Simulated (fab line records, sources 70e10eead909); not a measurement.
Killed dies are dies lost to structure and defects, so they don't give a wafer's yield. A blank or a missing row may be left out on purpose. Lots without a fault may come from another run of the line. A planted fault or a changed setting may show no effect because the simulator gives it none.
Which tool did it? | flow nand_harc | 12 lots, 36 wafers sampled, at 5 steps of a route of 1159

WHAT THE GAUGES READ, wafer by wafer
NHARC_END_SORT_01. Usual: killed_at_array 29, standard deviation 13; killed_at_other 0.7, standard deviation 1; killed_at_periphery 3.2, standard deviation 2.3; killed_dies 33, standard deviation 13; killed_open 3.3, standard deviation 1.7; killed_short 2.0, standard deviation 1.5.
lot  | measured     | on        | killed_at_array | killed_at_other | killed_at_periphery | killed_dies | killed_open | killed_short | flag
L547 | day 19 16:29 | prober-01 | 22 20 24        | 0 0 0           | 2 6 3               | 24 26 27    | 2 4 3       | 4 1 3        |
L551 | day 20 22:35 | prober-01 | 13 15 14        | 0 1 0           | 1 4 3               | 14 20 17    | 4 7 4       | 2 1 4        |
L554 | day 21 07:10 | prober-01 | 36 39 45        | 0 3 3           | 4 5 9               | 40 47 57    | 8 4 7       | 2 1 2        |
L553 | day 21 14:54 | prober-02 | 17 13 12        | 1 0 0           | 2 5 6               | 20 18 18    | 3 4 3       | 1 1 3        |
L557 | day 22 14:59 | prober-01 | 35 40 38        | 0 1 0           | 5 0 1               | 40 41 39    | 3 5 2       | 1 0 1        |
L558 | day 22 17:56 | prober-02 | 33 37 34        | 0 0 0           | 2 1 2               | 35 38 36    | 6 4 4       | 4 5 2        |
L560 | day 23 01:42 | prober-01 | 19 16 16        | 3 3 4           | 4 4 2               | 26 23 22    | 5 6 3       | 5 2 1        |
L561 | day 23 02:31 | prober-02 | 44 42 46        | 0 0 0           | 1 5 2               | 45 47 48    | 3 4 3       | 1 3 1        |
L563 | day 23 17:43 | prober-02 | 30 28 38        | 0 2 1           | 3 7 6               | 33 37 45    | 3 6 3       | 3 5 2        |
L567 | day 24 21:51 | prober-02 | 19 14 11        | 1 1 0           | 3 3 3               | 23 18 14    | 6 6 2       | 3 0 0        |
L566 | day 24 12:30 | prober-02 | 64 50 50        | 3 1 0           | 2 5 4               | 69 56 54    | 3 4 5       | 2 1 2        |
L568 | day 24 12:31 | prober-01 | 15 14 13        | 1 1 3           | 2 3 6               | 18 18 22    | 1 0 5       | 2 1 4        |

WHICH TOOL RAN EACH LOT (tool, then ch and the chambers of the sampled wafers, then the start)
lot  | NHARC_A_CHANNEL_FILL_D1_ALD_02   | NHARC_A_CHANNEL_FILL_D1_ALD_16   | NHARC_A_CHANNEL_FILL_D1_ETCHBACK_19 | NHARC_A_CHANNEL_FILL_D1_STRIP_28
L547 | ald_hk-01 ch 0,1,3, day 8 10:44  | ald_hk-01 ch 1,2, day 8 23:20    | rie_si-06 ch 0,1,3, day 9 12:59     | rie_diel-11 ch 0,2,3, day 9 13:11
L551 | ald_hk-01 ch 1,2,3, day 9 21:56  | ald_hk-01 ch 0,2,3, day 10 10:14 | rie_si-02 ch 1,2, day 10 21:57      | rie_diel-04 ch 2,3, day 10 22:10
L554 | ald_hk-04 ch 1,2,3, day 10 12:37 | ald_hk-01 ch 0,1,2, day 11 03:28 | rie_si-01 ch 0,1, day 11 15:16      | rie_diel-04 ch 0,1,3, day 11 15:29
L553 | ald_hk-04 ch 2,3, day 10 13:54   | ald_hk-04 ch 0,3, day 11 03:25   | rie_si-06 ch 0,1,2, day 11 15:17    | rie_diel-10 ch 1,2,3, day 11 15:33
L557 | ald_hk-01 ch 0,1,3, day 11 21:04 | ald_hk-04 ch 0,2,3, day 12 12:49 | rie_si-06 ch 1,2, day 13 01:24      | rie_diel-10 ch 2,3, day 13 01:41
L558 | ald_hk-01 ch 0,1,2, day 12 01:17 | ald_hk-04 ch 1,2,3, day 12 13:01 | rie_si-01 ch 2,3, day 13 01:24      | rie_diel-11 ch 1,2, day 13 01:40
L560 | ald_hk-01 ch 0,1,2, day 12 06:15 | ald_hk-01 ch 0,2,3, day 12 19:06 | rie_si-01 ch 0,1,2, day 13 07:10    | rie_diel-11 ch 0,1,3, day 13 07:24
L561 | ald_hk-01 ch 0,3, day 12 09:23   | ald_hk-04 ch 0,1,2, day 12 19:09 | rie_si-02 ch 0,1,3, day 13 07:11    | rie_diel-10 ch 1,2, day 13 07:23
L563 | ald_hk-01 ch 0,1,3, day 12 17:56 | ald_hk-01 ch 0,1,2, day 13 06:02 | rie_si-06 ch 1,2, day 13 17:44      | rie_diel-10 ch 1,2, day 13 17:58
L567 | ald_hk-04 ch 0,1,2, day 13 17:22 | ald_hk-01 ch 0,2,3, day 14 05:29 | rie_si-06 ch 0,3, day 14 19:16      | rie_diel-11 ch 0,2,3, day 14 19:29
L566 | ald_hk-04 ch 1,2, day 13 17:47   | ald_hk-04 ch 1,2,3, day 14 05:27 | rie_si-01 ch 1,2,3, day 14 19:16    | rie_diel-04 ch 1,2,3, day 14 19:28
L568 | ald_hk-02 ch 0,2,3, day 13 20:16 | ald_hk-01 ch 0,3, day 14 08:34   | rie_si-02 ch 0,3, day 14 19:15      | rie_diel-10 ch 0,2,3, day 14 19:28
- NHARC_A_CHANNEL_FILL_D1_ALD_02: deposits SiO2, target thk 6 nm, pulse time 10 s, ald cycles 60.
- NHARC_A_CHANNEL_FILL_D1_ALD_16: deposits SiO2, target thk 1.5 nm, pulse time 10 s, ald cycles 15.
- NHARC_A_CHANNEL_FILL_D1_ETCHBACK_19: etches the open film in HBr/Cl2, target depth 5 nm, time 1.7 s.
- NHARC_A_CHANNEL_FILL_D1_STRIP_28: strips in O2, time 20 s.

WHAT THE TOOLS THEMSELVES READ (means of the sampled wafers that have a number; where no wafer has one, the mark that the record gives instead)
NHARC_A_CHANNEL_FILL_D1_ALD_02. Usual: heater_power_w 497 W, standard deviation 66; precursor_pulse_height_rel 1.000, standard deviation 0.02.
lot  | tool      | heater_power_w (W) | precursor_pulse_height_rel | flag
L547 | ald_hk-01 | 530                | 0.985                      |
L551 | ald_hk-01 | 531                | 1.004                      |
L554 | ald_hk-04 | 533                | 1.004                      |
L553 | ald_hk-04 | 509                | 0.996                      |
L557 | ald_hk-01 | 545                | 0.994                      |
L558 | ald_hk-01 | 490                | 1.002                      |
L560 | ald_hk-01 | 493                | 1.015                      |
L561 | ald_hk-01 | 552                | 0.995                      |
L563 | ald_hk-01 | 542                | 1.006                      |
L567 | ald_hk-04 | 523                | 1.006                      |
L566 | ald_hk-04 | 531                | 0.999                      |
L568 | ald_hk-02 | 438                | 1.021                      |

NHARC_A_CHANNEL_FILL_D1_ALD_16. Usual: heater_power_w 514 W, standard deviation 61; precursor_pulse_height_rel 1.001, standard deviation 0.019.
lot  | tool      | heater_power_w (W) | precursor_pulse_height_rel | flag
L547 | ald_hk-01 | 527                | 1.020                      |
L551 | ald_hk-01 | 493                | 1.011                      |
L554 | ald_hk-01 | 487                | 1.006                      |
L553 | ald_hk-04 | 507                | 1.012                      |
L557 | ald_hk-04 | 510                | 0.984                      |
L558 | ald_hk-04 | 539                | 0.998                      |
L560 | ald_hk-01 | 506                | 1.013                      |
L561 | ald_hk-04 | 527                | 1.018                      |
L563 | ald_hk-01 | 492                | 0.998                      |
L567 | ald_hk-01 | 498                | 1.002                      |
L566 | ald_hk-04 | 536                | 0.991                      |
L568 | ald_hk-01 | 516                | 1.007                      |

NHARC_A_CHANNEL_FILL_D1_ETCHBACK_19. Usual: drypump_motor_current_A 5.7 A, standard deviation 0.51; oes_product_au 0.995 a.u., standard deviation 0.012; throttle_valve_pct 26.407 %, standard deviation 0.0081.
lot  | tool      | drypump_motor_current_A (A) | oes_product_au (a.u.) | throttle_valve_pct (%) | flag
L547 | rie_si-06 | 5.4                         | 0.997                 | 26.403                 |
L551 | rie_si-02 | 5.4                         | 0.993                 | 26.408                 |
L554 | rie_si-01 | 5.7                         | 1.006                 | 26.412                 |
L553 | rie_si-06 | 5.9                         | 0.989                 | 26.407                 |
L557 | rie_si-06 | 5.8                         | 0.990                 | 26.409                 |
L558 | rie_si-01 | 6.6                         | 0.993                 | 26.400                 |
L560 | rie_si-01 | 6.0                         | 1.011                 | 26.410                 |
L561 | rie_si-02 | 5.4                         | 0.997                 | 26.398                 |
L563 | rie_si-06 | 5.8                         | 0.992                 | 26.409                 |
L567 | rie_si-06 | 5.5                         | 1.000                 | 26.413                 |
L566 | rie_si-01 | 6.3                         | 0.995                 | 26.409                 |
L568 | rie_si-02 | 5.6                         | 0.984                 | 26.406                 |

NHARC_A_CHANNEL_FILL_D1_STRIP_28. Usual: drypump_motor_current_A 5.5 A, standard deviation 0.41; mfc_ar_sccm 0.011 sccm, standard deviation 0.0085; o2_flow_sccm 499.9 sccm, standard deviation 1.6; oes_product_au 0.995 a.u., standard deviation 0.011; rf_vpp_V 57.8 V, standard deviation 0.98; showerhead_plenum_p_Torr 3.56 Torr, standard deviation 0.15; throttle_valve_pct 17.036 %, standard deviation 0.0093.
lot  | tool        | drypump_motor_current_A (A) | mfc_ar_sccm (sccm) | o2_flow_sccm (sccm) | oes_product_au (a.u.) | rf_vpp_V (V) | showerhead_plenum_p_Torr (Torr) | throttle_valve_pct (%) | flag
L547 | rie_diel-11 | 5.7                         | 0.014              | 500.6               | 0.984                 | 56.8         | 3.49                            | 17.035                 |
L551 | rie_diel-04 | 5.6                         | 0.020              | 499.3               | 1.000                 | 58.0         | 3.68                            | 17.035                 |
L554 | rie_diel-04 | 5.5                         | 0.008              | 498.7               | 1.000                 | 57.5         | 3.49                            | 17.042                 |
L553 | rie_diel-10 | 5.5                         | 0.013              | 501.2               | 1.003                 | 58.1         | 3.64                            | 17.033                 |
L557 | rie_diel-10 | 5.7                         | 0.015              | 499.1               | 0.995                 | 58.1         | 3.62                            | 17.040                 |
L558 | rie_diel-11 | 5.3                         | 0.001              | 500.7               | 1.000                 | 58.7         | 3.66                            | 17.038                 |
L560 | rie_diel-11 | 5.5                         | 0.013              | 499.7               | 0.997                 | 58.0         | 3.46                            | 17.042                 |
L561 | rie_diel-10 | 5.3                         | 0.011              | 501.0               | 0.993                 | 57.4         | 3.67                            | 17.044                 |
L563 | rie_diel-10 | 5.8                         | 0.014              | 502.0               | 0.999                 | 57.9         | 3.58                            | 17.040                 |
L567 | rie_diel-11 | 5.7                         | 0.014              | 499.2               | 0.995                 | 57.3         | 3.48                            | 17.047                 |
L566 | rie_diel-04 | 5.8                         | 0.012              | 501.0               | 0.994                 | 57.3         | 3.53                            | 17.039                 |
L568 | rie_diel-10 | 5.6                         | 0.010              | 499.2               | 0.987                 | 57.6         | 3.58                            | 17.030                 |

THE ANSWER, worked out from the rows above alone
Rule: a lot is off if the mean of its wafers that have a number lies more than 3 standard deviations from the usual mean. A lot without any number at a reading at which 4 lots or more have one is off too. The other lots that the step has rows for count as sound. The gauges are gone through in route order, then the tools' own readings, and for those a lot's mean is taken as printed above. The first step at which some lot is off is used, and at that step the reading that is off furthest; a lot without a number counts as furthest.
No lot is off at any reading shown: from this, nothing can be told.

WHAT THE SIMULATOR HAD PUT IN
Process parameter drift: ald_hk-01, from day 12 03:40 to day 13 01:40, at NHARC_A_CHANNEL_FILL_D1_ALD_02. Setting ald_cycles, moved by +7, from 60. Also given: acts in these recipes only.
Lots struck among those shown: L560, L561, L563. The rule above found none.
